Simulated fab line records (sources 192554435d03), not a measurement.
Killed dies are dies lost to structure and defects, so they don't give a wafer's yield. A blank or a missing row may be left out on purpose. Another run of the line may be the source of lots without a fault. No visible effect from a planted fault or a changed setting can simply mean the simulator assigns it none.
Which tool was responsible? :: flow n5Finfet :: 30 wafers from 10 lots sampled at 4 of the route's 1938 steps

WHAT EACH GAUGE READ, for each wafer
N5_BEOL_M7_OCD_MEAS_38. Usual: trenchDepthNm at 93.2 nm, with a standard deviation of 1.3.
lot: L103
measured: day 9 04:49
on: ocd-02
trenchDepthNm (nm): 93.2 89.8 93.1
flag: 

lot: L107
measured: day 10 05:38
on: ocd-02
trenchDepthNm (nm): 94.1 94.4 94.6
flag: 

lot: L108
measured: day 11 08:04
on: ocd-01
trenchDepthNm (nm): 95.5 93.9 94.0
flag: 

lot: L112
measured: day 11 14:58
on: ocd-01
trenchDepthNm (nm): 94.3 94.8 93.2
flag: 

lot: L114
measured: day 12 00:52
on: ocd-01
trenchDepthNm (nm): 93.1 93.5 93.0
flag: 

lot: L115
measured: day 12 05:57
on: ocd-02
trenchDepthNm (nm): 91.8 92.5 90.8
flag: 

lot: L119
measured: day 13 04:32
on: ocd-01
trenchDepthNm (nm): 93.0 92.4 92.2
flag: 

lot: L118
measured: day 13 10:35
on: ocd-02
trenchDepthNm (nm): 92.7 91.4 93.8
flag: 

lot: L122
measured: day 14 03:16
on: ocd-01
trenchDepthNm (nm): 93.3 92.8 95.6
flag: 

lot: L124
measured: day 14 10:53
on: ocd-01
trenchDepthNm (nm): 92.9 92.7 92.2
flag: 

EACH LOT AND THE TOOL THAT RAN IT (in order: tool; ch and the chambers of the sampled wafers; start)
lot: L103
N5_BEOL_M7_ETCH_62: rieDiel-06 ch 0,2, day 9 03:25
N5_BEOL_M7_DESCUM_33: rieDiel-06 ch 0,1,2, day 9 04:23
N5_BEOL_M7_VIA_ETCH_34: rieDiel-06 ch 0,1,2, day 9 04:34

lot: L107
N5_BEOL_M7_ETCH_62: rieDiel-05 ch 0,1,2, day 10 02:46
N5_BEOL_M7_DESCUM_33: rieDiel-06 ch 0,1, day 10 05:13
N5_BEOL_M7_VIA_ETCH_34: rieDiel-06 ch 0,1, day 10 05:23

lot: L108
N5_BEOL_M7_ETCH_62: rieDiel-06 ch 0,1,3, day 11 05:35
N5_BEOL_M7_DESCUM_33: rieDiel-06 ch 0,1,3, day 11 07:38
N5_BEOL_M7_VIA_ETCH_34: rieDiel-06 ch 0,1,3, day 11 07:49

lot: L112
N5_BEOL_M7_ETCH_62: rieDiel-06 ch 0,1, day 11 11:19
N5_BEOL_M7_DESCUM_33: rieDiel-06 ch 0,1,3, day 11 14:32
N5_BEOL_M7_VIA_ETCH_34: rieDiel-06 ch 0,1,3, day 11 14:43

lot: L114
N5_BEOL_M7_ETCH_62: rieDiel-06 ch 0,1, day 11 22:28
N5_BEOL_M7_DESCUM_33: rieDiel-05 ch 1,2,3, day 12 00:26
N5_BEOL_M7_VIA_ETCH_34: rieDiel-05 ch 1,2,3, day 12 00:37

lot: L115
N5_BEOL_M7_ETCH_62: rieDiel-01 ch 1,2,3, day 12 03:40
N5_BEOL_M7_DESCUM_33: rieDiel-05 ch 0,2,3, day 12 05:31
N5_BEOL_M7_VIA_ETCH_34: rieDiel-05 ch 0,2,3, day 12 05:42

lot: L119
N5_BEOL_M7_ETCH_62: rieDiel-06 ch 1,2,3, day 13 03:03
N5_BEOL_M7_DESCUM_33: rieDiel-05 ch 0,1,3, day 13 04:07
N5_BEOL_M7_VIA_ETCH_34: rieDiel-05 ch 0,1,2, day 13 04:17

lot: L118
N5_BEOL_M7_ETCH_62: rieDiel-06 ch 0,1, day 13 08:26
N5_BEOL_M7_DESCUM_33: rieDiel-05 ch 0,2,3, day 13 10:10
N5_BEOL_M7_VIA_ETCH_34: rieDiel-05 ch 0,2,3, day 13 10:20

lot: L122
N5_BEOL_M7_ETCH_62: rieDiel-05 ch 1,2,3, day 14 01:24
N5_BEOL_M7_DESCUM_33: rieDiel-01 ch 0,1,3, day 14 02:51
N5_BEOL_M7_VIA_ETCH_34: rieDiel-01 ch 0,1,3, day 14 03:02

lot: L124
N5_BEOL_M7_ETCH_62: rieDiel-01 ch 0,2, day 14 09:22
N5_BEOL_M7_DESCUM_33: rieDiel-05 ch 0,2, day 14 10:28
N5_BEOL_M7_VIA_ETCH_34: rieDiel-05 ch 0,2, day 14 10:38
- N5_BEOL_M7_ETCH_62: etches SOC in N2/H2, target depth 110 nm, overetch 22 nm, time 165 s.
- N5_BEOL_M7_DESCUM_33: chemistry O2, time 7 s.
- N5_BEOL_M7_VIA_ETCH_34: etches SiCOH lowk in C4F6/O2, target depth 125.5 nm, time 50.5 s.

AS READ BY THE TOOLS THEMSELVES (means over the sampled wafers that have a number; for cases with no such wafer, the mark the record gives instead)
N5_BEOL_M7_ETCH_62. Usual: biasW 149.9 W, standard deviation 0.43; drypumpMotorCurrentA 5.9 A, standard deviation 0.34; h2FlowSccm 200.0 sccm, standard deviation 0.62; n2FlowSccm 200.0 sccm, standard deviation 0.55; oesProductAu 0.67 a.u., standard deviation 0.069; rfVppV 523.1 V, standard deviation 2.8; showerheadPlenumPTorr 2.52 Torr, standard deviation 0.094; throttleValvePct 17.86 %, standard deviation 0.24.
lot: L103
tool: rieDiel-06
biasW (W): 150.3
drypumpMotorCurrentA (A): 5.9
h2FlowSccm (sccm): 199.4
n2FlowSccm (sccm): 199.9
oesProductAu (a.u.): 0.61
rfVppV (V): 522.3
showerheadPlenumPTorr (Torr): 2.49
throttleValvePct (%): 18.00
flag: 

lot: L107
tool: rieDiel-05
biasW (W): 149.8
drypumpMotorCurrentA (A): 6.1
h2FlowSccm (sccm): 199.7
n2FlowSccm (sccm): 199.9
oesProductAu (a.u.): 0.63
rfVppV (V): 522.7
showerheadPlenumPTorr (Torr): 2.50
throttleValvePct (%): 17.98
flag: 

lot: L108
tool: rieDiel-06
biasW (W): 149.8
drypumpMotorCurrentA (A): 6.0
h2FlowSccm (sccm): 200.0
n2FlowSccm (sccm): 200.3
oesProductAu (a.u.): 0.71
rfVppV (V): 524.7
showerheadPlenumPTorr (Torr): 2.54
throttleValvePct (%): 17.69
flag: 

lot: L112
tool: rieDiel-06
biasW (W): 149.7
drypumpMotorCurrentA (A): 6.0
h2FlowSccm (sccm): 200.0
n2FlowSccm (sccm): 200.0
oesProductAu (a.u.): 0.68
rfVppV (V): 523.9
showerheadPlenumPTorr (Torr): 2.53
throttleValvePct (%): 17.61
flag: 

lot: L114
tool: rieDiel-06
biasW (W): 150.1
drypumpMotorCurrentA (A): 6.2
h2FlowSccm (sccm): 199.9
n2FlowSccm (sccm): 199.9
oesProductAu (a.u.): 0.70
rfVppV (V): 526.2
showerheadPlenumPTorr (Torr): 2.61
throttleValvePct (%): 17.71
flag: 

lot: L115
tool: rieDiel-01
biasW (W): 150.5
drypumpMotorCurrentA (A): 5.7
h2FlowSccm (sccm): 200.2
n2FlowSccm (sccm): 200.1
oesProductAu (a.u.): 0.61
rfVppV (V): 523.8
showerheadPlenumPTorr (Torr): 2.52
throttleValvePct (%): 17.99
flag: 

lot: L119
tool: rieDiel-06
biasW (W): 149.9
drypumpMotorCurrentA (A): 6.1
h2FlowSccm (sccm): 200.2
n2FlowSccm (sccm): 199.5
oesProductAu (a.u.): 0.75
rfVppV (V): 524.1
showerheadPlenumPTorr (Torr): 2.56
throttleValvePct (%): 17.81
flag: 

lot: L118
tool: rieDiel-06
biasW (W): 149.6
drypumpMotorCurrentA (A): 6.2
h2FlowSccm (sccm): 199.7
n2FlowSccm (sccm): 200.0
oesProductAu (a.u.): 0.69
rfVppV (V): 525.8
showerheadPlenumPTorr (Torr): 2.60
throttleValvePct (%): 17.73
flag: 

lot: L122
tool: rieDiel-05
biasW (W): 149.8
drypumpMotorCurrentA (A): 5.8
h2FlowSccm (sccm): 199.4
n2FlowSccm (sccm): 200.2
oesProductAu (a.u.): 0.65
rfVppV (V): 524.9
showerheadPlenumPTorr (Torr): 2.58
throttleValvePct (%): 18.05
flag: 

lot: L124
tool: rieDiel-01
biasW (W): 149.8
drypumpMotorCurrentA (A): 5.8
h2FlowSccm (sccm): 200.0
n2FlowSccm (sccm): 199.7
oesProductAu (a.u.): 0.63
rfVppV (V): 523.3
showerheadPlenumPTorr (Torr): 2.53
throttleValvePct (%): 18.00
flag: 

N5_BEOL_M7_DESCUM_33. Usual: biasPowerW 20.00 W, standard deviation 0.063; drypumpMotorCurrentA 5.9 A, standard deviation 0.36; oesProductAu 0.79 a.u., standard deviation 0.088; rfVppV 242.9 V, standard deviation 1.6; showerheadPlenumPTorr 2.08 Torr, standard deviation 0.086; throttleValvePct 20.45 %, standard deviation 0.2.
lot: L103
tool: rieDiel-06
biasPowerW (W): 19.98
drypumpMotorCurrentA (A): 6.0
oesProductAu (a.u.): 0.80
rfVppV (V): 242.3
showerheadPlenumPTorr (Torr): 2.10
throttleValvePct (%): 20.42
flag: 

lot: L107
tool: rieDiel-06
biasPowerW (W): 20.10
drypumpMotorCurrentA (A): 6.2
oesProductAu (a.u.): 0.85
rfVppV (V): 244.2
showerheadPlenumPTorr (Torr): 2.16
throttleValvePct (%): 20.30
flag: 

lot: L108
tool: rieDiel-06
biasPowerW (W): 20.00
drypumpMotorCurrentA (A): 6.0
oesProductAu (a.u.): 0.85
rfVppV (V): 243.1
showerheadPlenumPTorr (Torr): 2.10
throttleValvePct (%): 20.27
flag: 

lot: L112
tool: rieDiel-06
biasPowerW (W): 20.02
drypumpMotorCurrentA (A): 6.0
oesProductAu (a.u.): 0.84
rfVppV (V): 243.3
showerheadPlenumPTorr (Torr): 2.10
throttleValvePct (%): 20.28
flag: 

lot: L114
tool: rieDiel-05
biasPowerW (W): 20.00
drypumpMotorCurrentA (A): 5.9
oesProductAu (a.u.): 0.79
rfVppV (V): 242.9
showerheadPlenumPTorr (Torr): 2.12
throttleValvePct (%): 20.61
flag: 

lot: L115
tool: rieDiel-05
biasPowerW (W): 20.01
drypumpMotorCurrentA (A): 5.8
oesProductAu (a.u.): 0.82
rfVppV (V): 242.7
showerheadPlenumPTorr (Torr): 2.08
throttleValvePct (%): 20.46
flag: 

lot: L119
tool: rieDiel-05
biasPowerW (W): 19.99
drypumpMotorCurrentA (A): 5.7
oesProductAu (a.u.): 0.73
rfVppV (V): 242.9
showerheadPlenumPTorr (Torr): 2.05
throttleValvePct (%): 20.52
flag: 

lot: L118
tool: rieDiel-05
biasPowerW (W): 20.04
drypumpMotorCurrentA (A): 5.8
oesProductAu (a.u.): 0.81
rfVppV (V): 242.4
showerheadPlenumPTorr (Torr): 2.07
throttleValvePct (%): 20.47
flag: 

lot: L122
tool: rieDiel-01
biasPowerW (W): 20.02
drypumpMotorCurrentA (A): 5.4
oesProductAu (a.u.): 0.80
rfVppV (V): 242.6
showerheadPlenumPTorr (Torr): 2.07
throttleValvePct (%): 20.39
flag: 

lot: L124
tool: rieDiel-05
biasPowerW (W): 19.96
drypumpMotorCurrentA (A): 6.0
oesProductAu (a.u.): 0.83
rfVppV (V): 242.7
showerheadPlenumPTorr (Torr): 2.09
throttleValvePct (%): 20.31
flag: 

N5_BEOL_M7_VIA_ETCH_34. Usual: biasW 185.1 W, standard deviation 0.52; drypumpMotorCurrentA 5.9 A, standard deviation 0.36; oesProductAu 0.79 a.u., standard deviation 0.088; rfVppV 665 V, standard deviation 8.1; showerheadPlenumPTorr 2.83 Torr, standard deviation 0.11; throttleValvePct 20.92 %, standard deviation 0.23.
lot: L103
tool: rieDiel-06
biasW (W): 184.4
drypumpMotorCurrentA (A): 6.0
oesProductAu (a.u.): 0.79
rfVppV (V): 663
showerheadPlenumPTorr (Torr): 2.85
throttleValvePct (%): 20.82
flag: 

lot: L107
tool: rieDiel-06
biasW (W): 185.0
drypumpMotorCurrentA (A): 6.2
oesProductAu (a.u.): 0.85
rfVppV (V): 657
showerheadPlenumPTorr (Torr): 2.92
throttleValvePct (%): 20.68
flag: 

lot: L108
tool: rieDiel-06
biasW (W): 174.0
drypumpMotorCurrentA (A): 6.0
oesProductAu (a.u.): 0.85
rfVppV (V): 629
showerheadPlenumPTorr (Torr): 2.84
throttleValvePct (%): 20.71
flag: OFF

lot: L112
tool: rieDiel-06
biasW (W): 173.8
drypumpMotorCurrentA (A): 6.1
oesProductAu (a.u.): 0.83
rfVppV (V): 629
showerheadPlenumPTorr (Torr): 2.84
throttleValvePct (%): 20.71
flag: OFF

lot: L114
tool: rieDiel-05
biasW (W): 184.7
drypumpMotorCurrentA (A): 5.9
oesProductAu (a.u.): 0.78
rfVppV (V): 663
showerheadPlenumPTorr (Torr): 2.89
throttleValvePct (%): 21.08
flag: 

lot: L115
tool: rieDiel-05
biasW (W): 185.0
drypumpMotorCurrentA (A): 5.8
oesProductAu (a.u.): 0.82
rfVppV (V): 667
showerheadPlenumPTorr (Torr): 2.83
throttleValvePct (%): 20.94
flag: 

lot: L119
tool: rieDiel-05
biasW (W): 185.3
drypumpMotorCurrentA (A): 6.1
oesProductAu (a.u.): 0.81
rfVppV (V): 670
showerheadPlenumPTorr (Torr): 2.91
throttleValvePct (%): 20.95
flag: 

lot: L118
tool: rieDiel-05
biasW (W): 184.7
drypumpMotorCurrentA (A): 5.8
oesProductAu (a.u.): 0.81
rfVppV (V): 666
showerheadPlenumPTorr (Torr): 2.83
throttleValvePct (%): 20.94
flag: 

lot: L122
tool: rieDiel-01
biasW (W): 185.0
drypumpMotorCurrentA (A): 5.4
oesProductAu (a.u.): 0.81
rfVppV (V): 662
showerheadPlenumPTorr (Torr): 2.81
throttleValvePct (%): 20.85
flag: 

lot: L124
tool: rieDiel-05
biasW (W): 184.9
drypumpMotorCurrentA (A): 6.0
oesProductAu (a.u.): 0.83
rfVppV (V): 673
showerheadPlenumPTorr (Torr): 2.84
throttleValvePct (%): 20.80
flag: 

THE ANSWER, worked out from the rows above alone
Rule: lot off if the mean of its wafers having a number is beyond 3 standard deviations from the usual mean. A lot without any number at a reading at which 4 lots or more have one is off too. Where the step has rows for the other lots, those lots are counted as sound. First the gauges in route order, then the tools' own readings, where a lot's mean is used as printed above. The first step at which some lot is off is used, and at that step the reading that is off furthest; a lot without a number counts as furthest.
Off, at N5_BEOL_M7_VIA_ETCH_34 on biasW: L108, L112.
If a tool, at that step or one of the process steps before it, ran each lot that is off and ran no sound lot following the first of them, it fits. One candidate fits, namely rieDiel-06 at N5_BEOL_M7_DESCUM_33 and N5_BEOL_M7_VIA_ETCH_34. At N5_BEOL_M7_DESCUM_33 its last sound lot is L107 (day 10 05:13), its first lot that is off L108 (day 11 07:38): a fault that began between those two fits.

WHAT THE SIMULATOR PUT IN
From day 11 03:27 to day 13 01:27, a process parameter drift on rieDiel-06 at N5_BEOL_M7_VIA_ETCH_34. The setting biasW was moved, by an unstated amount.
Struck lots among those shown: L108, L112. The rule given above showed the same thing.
